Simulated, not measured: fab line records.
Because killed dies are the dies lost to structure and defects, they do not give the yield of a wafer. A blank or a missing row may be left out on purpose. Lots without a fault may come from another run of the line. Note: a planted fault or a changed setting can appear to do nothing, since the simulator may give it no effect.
fab line records :: flow nandHarc :: part 2 of 2: steps 28 to 39 of 39
[record]
  lots = 5
  wafers = 15
  lastDay = 29
route steps=1302 shown A_ZERO_WELL@395 A_SOURCE_PLATE@413 A_ONON_D1@424
lots that met no fault: taken from a fault-free run of the same line
startH: hours from the record's opening day to when the first of the lot's shown wafers began :: waitH: how many hours have passed since the lot's step before this one :: " repeats the value in the row above :: L1.1+2: several wafers, shown together as one row :: - no value, or no start was given :: * or withheld: withheld :: < > ~ a bound
route shown NAME@n: NAME is a module with steps in the file, n the number in the route of the first one :: usual: mean and standard deviation over wafers with no fault :: same: alike in all rows :: chamber/n: place in a boat :: sites: readings site by site :: _std_site: the values' standard deviation :: _edge_site: mean of outer sites minus mean of inner sites :: radiusMm: how far each site lies from the wafer's centre :: mask NAME#n: copy n :: behind: the last tool/chamber to shape the wafer :: hold: what put the lot on hold/how long, in hours/how the hold closed :: device: the n, p or np transistor that did not switch :: end of line: tests run on the same wafers once the route is complete :: a step given without rows: its recipe and nothing more :: killed: dies lost to structure and defects at the first sort, not the wafer's yield :: map: dies across one wafer; x = killed, . = not, _ = none there
set.NAME: the setting the step ran with; set.NAME@STEP: the setting that earlier step ran with :: model.NAME: the simulator's own value behind a step, which no gauge read
lots at some steps of the route; a table a step, a row a wafer
services: the hour from which a tool's chamber was out of use, counted from the record's first day as startH (under 0 if before that day), plus the number of hours and why
[[steps]]
[step NHARC_A_ONON_D1_THK_MEAS_02]
[recipe]
  thkMeasGauge = ellipsometry
[usual]
  thkNm = 1001/8.2
lot.wafer: L076.2
tool: filmMetro-02
chamber: -
startH: 187.95
waitH: -
thkNm: 998

lot.wafer: L076.4
tool: filmMetro-02
chamber: -
startH: 187.95
waitH: -
thkNm: 999

lot.wafer: L076.5
tool: filmMetro-02
chamber: -
startH: 187.95
waitH: -
thkNm: 999

lot.wafer: L082.1
tool: filmMetro-02
chamber: -
startH: 239.85
waitH: -
thkNm: 994

lot.wafer: L082.2
tool: filmMetro-02
chamber: -
startH: 239.85
waitH: -
thkNm: 997

lot.wafer: L082.3
tool: filmMetro-02
chamber: -
startH: 239.85
waitH: -
thkNm: 996

lot.wafer: L081.4
tool: filmMetro-02
chamber: -
startH: 240.05
waitH: -
thkNm: 983

lot.wafer: L081.5
tool: filmMetro-02
chamber: -
startH: 240.05
waitH: -
thkNm: 985

lot.wafer: L081.6
tool: filmMetro-02
chamber: -
startH: 240.05
waitH: -
thkNm: 984

lot.wafer: L085.2
tool: filmMetro-01
chamber: -
startH: 270.72
waitH: -
thkNm: 998

lot.wafer: L085.3
tool: filmMetro-01
chamber: -
startH: 270.72
waitH: -
thkNm: 1000

lot.wafer: L085.5
tool: filmMetro-01
chamber: -
startH: 270.72
waitH: -
thkNm: 1001

lot.wafer: L087.2
tool: filmMetro-02
chamber: -
startH: 301.96
waitH: -
thkNm: 990

lot.wafer: L087.5
tool: filmMetro-02
chamber: -
startH: 301.96
waitH: -
thkNm: 991

lot.wafer: L087.6
tool: filmMetro-02
chamber: -
startH: 301.96
waitH: -
thkNm: 989
[step NHARC_A_ONON_D1_DEP_03]
[recipe]
  targetThkA = 10000
  n2FlowSccm = 2750
  n2oFlowSccm = 2000
  nh3FlowSccm = 500
  sih4FlowSccm = 210
  tempC = 400
[usual]
  n2oFlowSccm = 2000/6.2
lot.wafer: L076.2
tool: pecvdOnon-03
chamber: 0
startH: 188.07
waitH: 0.1
n2oFlowSccm: 2003

lot.wafer: L076.4
tool: pecvdOnon-03
chamber: 0
startH: 188.07
waitH: 0.1
n2oFlowSccm: 1998

lot.wafer: L076.5
tool: pecvdOnon-03
chamber: 0
startH: 188.07
waitH: 0.1
n2oFlowSccm: 1999

lot.wafer: L082.1
tool: pecvdOnon-02
chamber: 0
startH: 239.90
waitH: 0.1
n2oFlowSccm: 1993

lot.wafer: L082.2
tool: pecvdOnon-02
chamber: 0
startH: 239.90
waitH: 0.1
n2oFlowSccm: 2004

lot.wafer: L082.3
tool: pecvdOnon-02
chamber: 0
startH: 239.90
waitH: 0.1
n2oFlowSccm: 1993

lot.wafer: L081.4
tool: pecvdOnon-03
chamber: 0
startH: 240.28
waitH: 0.2
n2oFlowSccm: 1992

lot.wafer: L081.5
tool: pecvdOnon-03
chamber: 0
startH: 240.28
waitH: 0.2
n2oFlowSccm: 2000

lot.wafer: L081.6
tool: pecvdOnon-03
chamber: 0
startH: 240.28
waitH: 0.2
n2oFlowSccm: 1989

lot.wafer: L085.2
tool: pecvdOnon-04
chamber: 0
startH: 270.84
waitH: 0.1
n2oFlowSccm: 1993

lot.wafer: L085.3
tool: pecvdOnon-04
chamber: 0
startH: 270.84
waitH: 0.1
n2oFlowSccm: 1991

lot.wafer: L085.5
tool: pecvdOnon-04
chamber: 0
startH: 270.84
waitH: 0.1
n2oFlowSccm: 1989

lot.wafer: L087.2
tool: pecvdOnon-04
chamber: 0
startH: 302.07
waitH: 0.1
n2oFlowSccm: 2002

lot.wafer: L087.5
tool: pecvdOnon-04
chamber: 0
startH: 302.07
waitH: 0.1
n2oFlowSccm: 1999

lot.wafer: L087.6
tool: pecvdOnon-04
chamber: 0
startH: 302.07
waitH: 0.1
n2oFlowSccm: 2016
[step NHARC_A_ONON_D1_THK_MEAS_05]
[recipe]
  thkMeasGauge = ellipsometry
[usual]
  thkNm = 1002/12
lot.wafer: L076.2
tool: filmMetro-01
chamber: -
startH: 188.52
waitH: -
thkNm: 1016

lot.wafer: L076.4
tool: filmMetro-01
chamber: -
startH: 188.52
waitH: -
thkNm: 1016

lot.wafer: L076.5
tool: filmMetro-01
chamber: -
startH: 188.52
waitH: -
thkNm: 1016

lot.wafer: L082.1
tool: filmMetro-02
chamber: -
startH: 240.42
waitH: -
thkNm: 1018

lot.wafer: L082.2
tool: filmMetro-02
chamber: -
startH: 240.42
waitH: -
thkNm: 1017

lot.wafer: L082.3
tool: filmMetro-02
chamber: -
startH: 240.42
waitH: -
thkNm: 1019

lot.wafer: L081.4
tool: filmMetro-02
chamber: -
startH: 240.62
waitH: -
thkNm: 1008

lot.wafer: L081.5
tool: filmMetro-02
chamber: -
startH: 240.62
waitH: -
thkNm: 1009

lot.wafer: L081.6
tool: filmMetro-02
chamber: -
startH: 240.62
waitH: -
thkNm: 1007

lot.wafer: L085.2
tool: filmMetro-01
chamber: -
startH: 271.29
waitH: -
thkNm: 981

lot.wafer: L085.3
tool: filmMetro-01
chamber: -
startH: 271.29
waitH: -
thkNm: 981

lot.wafer: L085.5
tool: filmMetro-01
chamber: -
startH: 271.29
waitH: -
thkNm: 980

lot.wafer: L087.2
tool: filmMetro-02
chamber: -
startH: 302.52
waitH: -
thkNm: 992

lot.wafer: L087.5
tool: filmMetro-02
chamber: -
startH: 302.52
waitH: -
thkNm: 991

lot.wafer: L087.6
tool: filmMetro-02
chamber: -
startH: 302.52
waitH: -
thkNm: 992
[step NHARC_A_ONON_D1_DEP_06]
[recipe]
  targetThkA = 10000
  n2FlowSccm = 2750
  n2oFlowSccm = 2000
  nh3FlowSccm = 500
  sih4FlowSccm = 210
  tempC = 400
[usual]
  n2oFlowSccm = 2001/6
lot.wafer: L076.2
tool: pecvdOnon-04
chamber: 0
startH: 188.63
waitH: 0.1
n2oFlowSccm: 2007

lot.wafer: L076.4
tool: pecvdOnon-04
chamber: 0
startH: 188.63
waitH: 0.1
n2oFlowSccm: 2000

lot.wafer: L076.5
tool: pecvdOnon-04
chamber: 0
startH: 188.63
waitH: 0.1
n2oFlowSccm: 1999

lot.wafer: L082.1
tool: pecvdOnon-04
chamber: 0
startH: 240.47
waitH: 0.1
n2oFlowSccm: 2006

lot.wafer: L082.2
tool: pecvdOnon-04
chamber: 0
startH: 240.47
waitH: 0.1
n2oFlowSccm: 1990

lot.wafer: L082.3
tool: pecvdOnon-04
chamber: 0
startH: 240.47
waitH: 0.1
n2oFlowSccm: 1997

lot.wafer: L081.4
tool: pecvdOnon-02
chamber: 0
startH: 240.85
waitH: 0.2
n2oFlowSccm: 2003

lot.wafer: L081.5
tool: pecvdOnon-02
chamber: 0
startH: 240.85
waitH: 0.2
n2oFlowSccm: 1994

lot.wafer: L081.6
tool: pecvdOnon-02
chamber: 0
startH: 240.85
waitH: 0.2
n2oFlowSccm: 1998

lot.wafer: L085.2
tool: pecvdOnon-03
chamber: 0
startH: 271.40
waitH: 0.1
n2oFlowSccm: 2003

lot.wafer: L085.3
tool: pecvdOnon-03
chamber: 0
startH: 271.40
waitH: 0.1
n2oFlowSccm: 1995

lot.wafer: L085.5
tool: pecvdOnon-03
chamber: 0
startH: 271.40
waitH: 0.1
n2oFlowSccm: 2003

lot.wafer: L087.2
tool: pecvdOnon-03
chamber: 0
startH: 302.64
waitH: 0.1
n2oFlowSccm: 1989

lot.wafer: L087.5
tool: pecvdOnon-03
chamber: 0
startH: 302.64
waitH: 0.1
n2oFlowSccm: 1994

lot.wafer: L087.6
tool: pecvdOnon-03
chamber: 0
startH: 302.64
waitH: 0.1
n2oFlowSccm: 2004
[step NHARC_A_ONON_D1_THK_MEAS_08]
[recipe]
  thkMeasGauge = ellipsometry
[usual]
  thkNm = 1003/12
lot.wafer: L076.2
tool: filmMetro-02
chamber: -
startH: 189.08
waitH: -
thkNm: 1020

lot.wafer: L076.4
tool: filmMetro-02
chamber: -
startH: 189.08
waitH: -
thkNm: 1019

lot.wafer: L076.5
tool: filmMetro-02
chamber: -
startH: 189.08
waitH: -
thkNm: 1018

lot.wafer: L082.1
tool: filmMetro-01
chamber: -
startH: 240.98
waitH: -
thkNm: 987

lot.wafer: L082.2
tool: filmMetro-01
chamber: -
startH: 240.98
waitH: -
thkNm: 987

lot.wafer: L082.3
tool: filmMetro-01
chamber: -
startH: 240.98
waitH: -
thkNm: 987

lot.wafer: L081.4
tool: filmMetro-02
chamber: -
startH: 241.19
waitH: -
thkNm: 1015

lot.wafer: L081.5
tool: filmMetro-02
chamber: -
startH: 241.19
waitH: -
thkNm: 1014

lot.wafer: L081.6
tool: filmMetro-02
chamber: -
startH: 241.19
waitH: -
thkNm: 1013

lot.wafer: L085.2
tool: filmMetro-01
chamber: -
startH: 271.86
waitH: -
thkNm: 989

lot.wafer: L085.3
tool: filmMetro-01
chamber: -
startH: 271.86
waitH: -
thkNm: 985

lot.wafer: L085.5
tool: filmMetro-01
chamber: -
startH: 271.86
waitH: -
thkNm: 990

lot.wafer: L087.2
tool: filmMetro-02
chamber: -
startH: 303.08
waitH: -
thkNm: 1013

lot.wafer: L087.5
tool: filmMetro-02
chamber: -
startH: 303.08
waitH: -
thkNm: 1014

lot.wafer: L087.6
tool: filmMetro-02
chamber: -
startH: 303.08
waitH: -
thkNm: 1014
[step NHARC_A_ONON_D1_DEP_09]
[recipe]
  targetThkA = 10000
  n2FlowSccm = 2750
  n2oFlowSccm = 2000
  nh3FlowSccm = 500
  sih4FlowSccm = 210
  tempC = 400
[usual]
  n2oFlowSccm = 1999/6.5
lot.wafer: L076.2
tool: pecvdOnon-03
chamber: 0
startH: 189.20
waitH: 0.1
n2oFlowSccm: 2006

lot.wafer: L076.4
tool: pecvdOnon-03
chamber: 0
startH: 189.20
waitH: 0.1
n2oFlowSccm: 2009

lot.wafer: L076.5
tool: pecvdOnon-03
chamber: 0
startH: 189.20
waitH: 0.1
n2oFlowSccm: 2002

lot.wafer: L082.1
tool: pecvdOnon-03
chamber: 0
startH: 241.04
waitH: 0.1
n2oFlowSccm: 2011

lot.wafer: L082.2
tool: pecvdOnon-03
chamber: 0
startH: 241.04
waitH: 0.1
n2oFlowSccm: 2008

lot.wafer: L082.3
tool: pecvdOnon-03
chamber: 0
startH: 241.04
waitH: 0.1
n2oFlowSccm: 2011

lot.wafer: L081.4
tool: pecvdOnon-04
chamber: 0
startH: 241.42
waitH: 0.2
n2oFlowSccm: 2004

lot.wafer: L081.5
tool: pecvdOnon-04
chamber: 0
startH: 241.42
waitH: 0.2
n2oFlowSccm: 1997

lot.wafer: L081.6
tool: pecvdOnon-04
chamber: 0
startH: 241.42
waitH: 0.2
n2oFlowSccm: 2006

lot.wafer: L085.2
tool: pecvdOnon-02
chamber: 0
startH: 271.97
waitH: 0.1
n2oFlowSccm: 2005

lot.wafer: L085.3
tool: pecvdOnon-02
chamber: 0
startH: 271.97
waitH: 0.1
n2oFlowSccm: 2004

lot.wafer: L085.5
tool: pecvdOnon-02
chamber: 0
startH: 271.97
waitH: 0.1
n2oFlowSccm: 1997

lot.wafer: L087.2
tool: pecvdOnon-02
chamber: 0
startH: 303.20
waitH: 0.1
n2oFlowSccm: 2001

lot.wafer: L087.5
tool: pecvdOnon-02
chamber: 0
startH: 303.20
waitH: 0.1
n2oFlowSccm: 2001

lot.wafer: L087.6
tool: pecvdOnon-02
chamber: 0
startH: 303.20
waitH: 0.1
n2oFlowSccm: 1992
[step NHARC_A_ONON_D1_THK_MEAS_11]
[recipe]
  thkMeasGauge = ellipsometry
[usual]
  thkNm = 1004/10
lot.wafer: L076.2
tool: filmMetro-01
chamber: -
startH: 189.65
waitH: -
thkNm: 980

lot.wafer: L076.4
tool: filmMetro-01
chamber: -
startH: 189.65
waitH: -
thkNm: 983

lot.wafer: L076.5
tool: filmMetro-01
chamber: -
startH: 189.65
waitH: -
thkNm: 980

lot.wafer: L082.1
tool: filmMetro-01
chamber: -
startH: 241.55
waitH: -
thkNm: 1022

lot.wafer: L082.2
tool: filmMetro-01
chamber: -
startH: 241.55
waitH: -
thkNm: 1022

lot.wafer: L082.3
tool: filmMetro-01
chamber: -
startH: 241.55
waitH: -
thkNm: 1022

lot.wafer: L081.4
tool: filmMetro-01
chamber: -
startH: 241.75
waitH: -
thkNm: 1018

lot.wafer: L081.5
tool: filmMetro-01
chamber: -
startH: 241.75
waitH: -
thkNm: 1018

lot.wafer: L081.6
tool: filmMetro-01
chamber: -
startH: 241.75
waitH: -
thkNm: 1019

lot.wafer: L085.2
tool: filmMetro-02
chamber: -
startH: 272.42
waitH: -
thkNm: 1001

lot.wafer: L085.3
tool: filmMetro-02
chamber: -
startH: 272.42
waitH: -
thkNm: 1001

lot.wafer: L085.5
tool: filmMetro-02
chamber: -
startH: 272.42
waitH: -
thkNm: 1000

lot.wafer: L087.2
tool: filmMetro-01
chamber: -
startH: 303.65
waitH: -
thkNm: 1006

lot.wafer: L087.5
tool: filmMetro-01
chamber: -
startH: 303.65
waitH: -
thkNm: 1004

lot.wafer: L087.6
tool: filmMetro-01
chamber: -
startH: 303.65
waitH: -
thkNm: 1003
[step NHARC_A_ONON_D1_DEP_12]
[recipe]
  targetThkA = 10000
  n2FlowSccm = 2750
  n2oFlowSccm = 2000
  nh3FlowSccm = 500
  sih4FlowSccm = 210
  tempC = 400
[usual]
  n2oFlowSccm = 2001/5.3
lot.wafer: L076.2
tool: pecvdOnon-04
chamber: 0
startH: 189.76
waitH: 0.1
n2oFlowSccm: 1998

lot.wafer: L076.4
tool: pecvdOnon-04
chamber: 0
startH: 189.76
waitH: 0.1
n2oFlowSccm: 2004

lot.wafer: L076.5
tool: pecvdOnon-04
chamber: 0
startH: 189.76
waitH: 0.1
n2oFlowSccm: 1999

lot.wafer: L082.1
tool: pecvdOnon-02
chamber: 0
startH: 241.60
waitH: 0.1
n2oFlowSccm: 2003

lot.wafer: L082.2
tool: pecvdOnon-02
chamber: 0
startH: 241.60
waitH: 0.1
n2oFlowSccm: 1997

lot.wafer: L082.3
tool: pecvdOnon-02
chamber: 0
startH: 241.60
waitH: 0.1
n2oFlowSccm: 2006

lot.wafer: L081.4
tool: pecvdOnon-03
chamber: 0
startH: 241.98
waitH: 0.2
n2oFlowSccm: 2003

lot.wafer: L081.5
tool: pecvdOnon-03
chamber: 0
startH: 241.98
waitH: 0.2
n2oFlowSccm: 1997

lot.wafer: L081.6
tool: pecvdOnon-03
chamber: 0
startH: 241.98
waitH: 0.2
n2oFlowSccm: 1999

lot.wafer: L085.2
tool: pecvdOnon-02
chamber: 0
startH: 272.53
waitH: 0.1
n2oFlowSccm: 2003

lot.wafer: L085.3
tool: pecvdOnon-02
chamber: 0
startH: 272.53
waitH: 0.1
n2oFlowSccm: 2002

lot.wafer: L085.5
tool: pecvdOnon-02
chamber: 0
startH: 272.53
waitH: 0.1
n2oFlowSccm: 2011

lot.wafer: L087.2
tool: pecvdOnon-04
chamber: 0
startH: 303.77
waitH: 0.1
n2oFlowSccm: 1999

lot.wafer: L087.5
tool: pecvdOnon-04
chamber: 0
startH: 303.77
waitH: 0.1
n2oFlowSccm: 1994

lot.wafer: L087.6
tool: pecvdOnon-04
chamber: 0
startH: 303.77
waitH: 0.1
n2oFlowSccm: 1996
[step NHARC_A_ONON_D1_THK_MEAS_14]
[recipe]
  thkMeasGauge = ellipsometry
[usual]
  thkNm = 1003/10
lot.wafer: L076.2
tool: filmMetro-02
chamber: -
startH: 190.21
waitH: -
thkNm: 993

lot.wafer: L076.4
tool: filmMetro-02
chamber: -
startH: 190.21
waitH: -
thkNm: 994

lot.wafer: L076.5
tool: filmMetro-02
chamber: -
startH: 190.21
waitH: -
thkNm: 993

lot.wafer: L082.1
tool: filmMetro-02
chamber: -
startH: 242.11
waitH: -
thkNm: 993

lot.wafer: L082.2
tool: filmMetro-02
chamber: -
startH: 242.11
waitH: -
thkNm: 992

lot.wafer: L082.3
tool: filmMetro-02
chamber: -
startH: 242.11
waitH: -
thkNm: 992

lot.wafer: L081.4
tool: filmMetro-01
chamber: -
startH: 242.32
waitH: -
thkNm: 1004

lot.wafer: L081.5
tool: filmMetro-01
chamber: -
startH: 242.32
waitH: -
thkNm: 1005

lot.wafer: L081.6
tool: filmMetro-01
chamber: -
startH: 242.32
waitH: -
thkNm: 1005

lot.wafer: L085.2
tool: filmMetro-02
chamber: -
startH: 272.98
waitH: -
thkNm: 1015

lot.wafer: L085.3
tool: filmMetro-02
chamber: -
startH: 272.98
waitH: -
thkNm: 1014

lot.wafer: L085.5
tool: filmMetro-02
chamber: -
startH: 272.98
waitH: -
thkNm: 1017

lot.wafer: L087.2
tool: filmMetro-01
chamber: -
startH: 304.22
waitH: -
thkNm: 1007

lot.wafer: L087.5
tool: filmMetro-01
chamber: -
startH: 304.22
waitH: -
thkNm: 1008

lot.wafer: L087.6
tool: filmMetro-01
chamber: -
startH: 304.22
waitH: -
thkNm: 1009
[step NHARC_A_ONON_D1_ANNEAL_15]
[recipe]
  tempC = 750
  timeS = 3600
lot.wafer: L076.2+4+5
tool: furnace-06
chamber: 0
startH: 195.78
waitH: 5.6

lot.wafer: L081.4+5+6
tool: furnace-02
chamber: 0
startH: 245.50
waitH: 3.2

lot.wafer: L082.1+2+3
tool: furnace-02
chamber: 0
startH: 245.50
waitH: 3.4

lot.wafer: L085.2+3+5
tool: furnace-02
chamber: 0
startH: 279.15
waitH: 6.2

lot.wafer: L087.2+5+6
tool: furnace-02
chamber: 0
startH: 310.05
waitH: 5.8
[step NHARC_A_ONON_D1_DEP_16]
[recipe]
  targetThkA = 10000
  n2FlowSccm = 2750
  n2oFlowSccm = 2000
  nh3FlowSccm = 500
  sih4FlowSccm = 210
  tempC = 400
[usual]
  n2oFlowSccm = 1999/6.1
lot.wafer: L076.2
tool: pecvdOnon-02
chamber: 0
startH: 199.73
waitH: 0.1
n2oFlowSccm: 1996

lot.wafer: L076.4
tool: pecvdOnon-02
chamber: 0
startH: 199.73
waitH: 0.1
n2oFlowSccm: 1996

lot.wafer: L076.5
tool: pecvdOnon-02
chamber: 0
startH: 199.73
waitH: 0.1
n2oFlowSccm: 2003

lot.wafer: L082.1
tool: pecvdOnon-03
chamber: 0
startH: 249.44
waitH: 0.1
n2oFlowSccm: 2000

lot.wafer: L082.2
tool: pecvdOnon-03
chamber: 0
startH: 249.44
waitH: 0.1
n2oFlowSccm: 1999

lot.wafer: L082.3
tool: pecvdOnon-03
chamber: 0
startH: 249.44
waitH: 0.1
n2oFlowSccm: 1995

lot.wafer: L081.4
tool: pecvdOnon-04
chamber: 0
startH: 249.62
waitH: 0.2
n2oFlowSccm: 1995

lot.wafer: L081.5
tool: pecvdOnon-04
chamber: 0
startH: 249.62
waitH: 0.2
n2oFlowSccm: 1984

lot.wafer: L081.6
tool: pecvdOnon-04
chamber: 0
startH: 249.62
waitH: 0.2
n2oFlowSccm: 1989

lot.wafer: L085.2
tool: pecvdOnon-02
chamber: 0
startH: 283.11
waitH: 0.1
n2oFlowSccm: 2000

lot.wafer: L085.3
tool: pecvdOnon-02
chamber: 0
startH: 283.11
waitH: 0.1
n2oFlowSccm: 2003

lot.wafer: L085.5
tool: pecvdOnon-02
chamber: 0
startH: 283.11
waitH: 0.1
n2oFlowSccm: 2007

lot.wafer: L087.2
tool: pecvdOnon-03
chamber: 0
startH: 314.02
waitH: 0.1
n2oFlowSccm: 1998

lot.wafer: L087.5
tool: pecvdOnon-03
chamber: 0
startH: 314.02
waitH: 0.1
n2oFlowSccm: 1996

lot.wafer: L087.6
tool: pecvdOnon-03
chamber: 0
startH: 314.02
waitH: 0.1
n2oFlowSccm: 1998
[step NHARC_A_ONON_D1_THK_MEAS_18]
[recipe]
  thkMeasGauge = ellipsometry
[usual]
  thkNm = 1000/9.1
lot.wafer: L076.2
tool: filmMetro-01
chamber: -
startH: 200.18
waitH: -
thkNm: 1002

lot.wafer: L076.4
tool: filmMetro-01
chamber: -
startH: 200.18
waitH: -
thkNm: 1003

lot.wafer: L076.5
tool: filmMetro-01
chamber: -
startH: 200.18
waitH: -
thkNm: 1003

lot.wafer: L082.1
tool: filmMetro-02
chamber: -
startH: 249.95
waitH: -
thkNm: 989

lot.wafer: L082.2
tool: filmMetro-02
chamber: -
startH: 249.95
waitH: -
thkNm: 987

lot.wafer: L082.3
tool: filmMetro-02
chamber: -
startH: 249.95
waitH: -
thkNm: 990

lot.wafer: L081.4
tool: filmMetro-01
chamber: -
startH: 249.96
waitH: -
thkNm: 997

lot.wafer: L081.5
tool: filmMetro-01
chamber: -
startH: 249.96
waitH: -
thkNm: 996

lot.wafer: L081.6
tool: filmMetro-01
chamber: -
startH: 249.96
waitH: -
thkNm: 995

lot.wafer: L085.2
tool: filmMetro-01
chamber: -
startH: 283.56
waitH: -
thkNm: 989

lot.wafer: L085.3
tool: filmMetro-01
chamber: -
startH: 283.56
waitH: -
thkNm: 989

lot.wafer: L085.5
tool: filmMetro-01
chamber: -
startH: 283.56
waitH: -
thkNm: 991

lot.wafer: L087.2
tool: filmMetro-02
chamber: -
startH: 314.47
waitH: -
thkNm: 992

lot.wafer: L087.5
tool: filmMetro-02
chamber: -
startH: 314.47
waitH: -
thkNm: 993

lot.wafer: L087.6
tool: filmMetro-02
chamber: -
startH: 314.47
waitH: -
thkNm: 994
[[services]]
tool: implanter-02
chamber: -
startH: 146.00
hours: 13.0
kind: pm

tool: rieDiel-05
chamber: 1
startH: 158.87
hours: 8.8
kind: repair

tool: rieDiel-13
chamber: -
startH: 165.00
hours: 9.0
kind: pm

tool: rieSi-06
chamber: -
startH: 174.79
hours: 0.2
kind: repair

tool: wetBench-09
chamber: -
startH: 176.80
hours: 8.0
kind: pm

tool: pecvdOnon-02
chamber: -
startH: 185.34
hours: 13.0
kind: pm

tool: rieSi-06
chamber: 0
startH: 190.75
hours: 2.7
kind: repair

tool: krfScanner-03
chamber: -
startH: 197.83
hours: 2.9
kind: repair

tool: furnace-01
chamber: -
startH: 209.33
hours: 26.0
kind: pm

tool: rieDiel-13
chamber: 2
startH: 222.53
hours: 4.4
kind: repair

tool: pecvdOnon-03
chamber: -
startH: 227.00
hours: 13.0
kind: pm

tool: wetBench-04
chamber: -
startH: 227.20
hours: 8.0
kind: pm

tool: rieDiel-05
chamber: -
startH: 229.63
hours: 9.0
kind: pm

tool: rieDiel-13
chamber: 0
startH: 231.29
hours: 34.5
kind: repair

tool: rieSi-06
chamber: -
startH: 249.00
hours: 9.0
kind: pm

tool: lithoTrack-07
chamber: -
startH: 251.00
hours: 7.0
kind: pm

tool: krfScanner-03
chamber: -
startH: 253.42
hours: 4.9
kind: repair

tool: lithoTrack-03
chamber: -
startH: 275.00
hours: 7.0
kind: pm

tool: pecvdOnon-04
chamber: -
startH: 276.09
hours: 0.7
kind: repair

tool: wetBench-01
chamber: -
startH: 277.60
hours: 8.0
kind: pm

tool: rieDiel-05
chamber: 2
startH: 292.98
hours: 7.7
kind: repair

tool: rieDiel-05
chamber: 1
startH: 295.27
hours: 3.9
kind: repair

tool: lithoTrack-05
chamber: -
startH: 299.00
hours: 7.0
kind: pm

tool: pecvdOnon-04
chamber: -
startH: 311.24
hours: 13.0
kind: pm
